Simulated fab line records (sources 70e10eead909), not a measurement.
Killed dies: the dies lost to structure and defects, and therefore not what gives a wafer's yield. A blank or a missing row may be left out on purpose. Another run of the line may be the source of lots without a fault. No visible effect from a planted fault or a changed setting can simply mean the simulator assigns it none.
Problem report in the 8D (eight disciplines) form, filled by code || flow nand_harc || the parts of the form that need people (team, actions taken, sign-off) are left out

## 1. THE PROBLEM
Mean of killed_at_array at NHARC_END_SORT_01: 674 across 3 wafers in 2 lots; on wafers with no fault it is 62 (standard deviation 15). That is +41 standard deviations from the usual mean.
Earliest sighting: wafer L351.4 on prober-02 at day 28 01:52. At this step, 6 wafers from 2 lots have a number in the record. By rule, "out" or "out of limits" means more than 4 standard deviations away from the usual mean. The other wafers with a number count as sound.

## 2. WHAT IT IS, AND WHAT IT ISN'T
{"question": "which readings at this step", "is": "killed_at_array, killed_dies", "is not": "killed_at_other, killed_at_periphery, killed_open, killed_short"}
{"question": "which lots", "is": "L351, L356", "is not": "-"}
{"question": "which wafers of those lots", "is": "L351.4, L351.6, L356.4", "is not": "L351.5, L356.2, L356.3"}
{"question": "read on which gauges", "is": "prober-01, prober-02", "is not": "-"}
{"question": "when", "is": "from day 28 01:52", "is not": "up to then (0 sound wafers); but 3 sound wafers of L351, L356 came after"}

## 3. THE SUSPECTS, EACH WITH WHAT RULES IT OUT
Counting: any tool at a process step up to the reading remains a suspect provided it ran every lot that is out. Sound lots after the first of them don't rule it out here, since some wafers of a struck lot are sound.
- the gauge at NHARC_END_SORT_01 has been ruled out. The wafers that are out were read on 2 gauges (prober-01, prober-02).
- pvd_sputter-03 at NHARC_A_BLC_PVD_32 (deposits Ti, target thk 5 nm, time 17.7 s): kept. It ran every lot that is out, first L351 (day 26 06:04).
- pvd_sputter-01 at NHARC_THIN_TSV_PRE_CLEAN_54 (time 30 s): kept. It ran every lot that is out, first L351 (day 27 12:45).
What counting leaves: pvd_sputter-03 at NHARC_A_BLC_PVD_32 and pvd_sputter-01 at NHARC_THIN_TSV_PRE_CLEAN_54.

## 4. THE CAUSE (what the simulator had put in)
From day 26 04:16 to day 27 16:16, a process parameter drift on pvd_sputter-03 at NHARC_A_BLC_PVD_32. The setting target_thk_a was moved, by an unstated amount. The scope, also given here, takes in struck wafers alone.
This tool is one of the 2 suspects left after counting.

## 5. THE EFFECT CHAIN, in route order
Rows list readings where the struck wafers' mean (over those with a number) sits beyond 3 standard deviations from the usual. Readings are gone through only where the record gives a usual standard deviation; hours: the median, over the lots, of the time from a lot's start at the first step in this table giving one to that lot's start at this step; sigmas: the change measured in usual standard deviations.
{"hours": 0, "step": "NHARC_END_SORT_01", "reading": "killed_at_array", "usual": 62, "on struck wafers": 674, "change": "+612", "sigmas": "+41"}
{"hours": 0, "step": "NHARC_END_SORT_01", "reading": "killed_dies", "usual": 66, "on struck wafers": 677, "change": "+611", "sigmas": "+41"}

## 6. WHAT WOULD HAVE CAUGHT IT SOONER
46 hours passed between the start of the fault at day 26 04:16 and the first reading out of limits at a measuring or inspecting step in this record, taken at day 28 01:52.
No tool reading at NHARC_A_BLC_PVD_32 that has a usual standard deviation in the record was out on any struck wafer, so an alarm limit of 4 standard deviations on those readings would not have fired.
By day 28 01:52 the whole set of lots that are out, 2 in number, had already begun NHARC_A_BLC_PVD_32 on pvd_sputter-03. Holding the tool at that point would not have protected any of them.
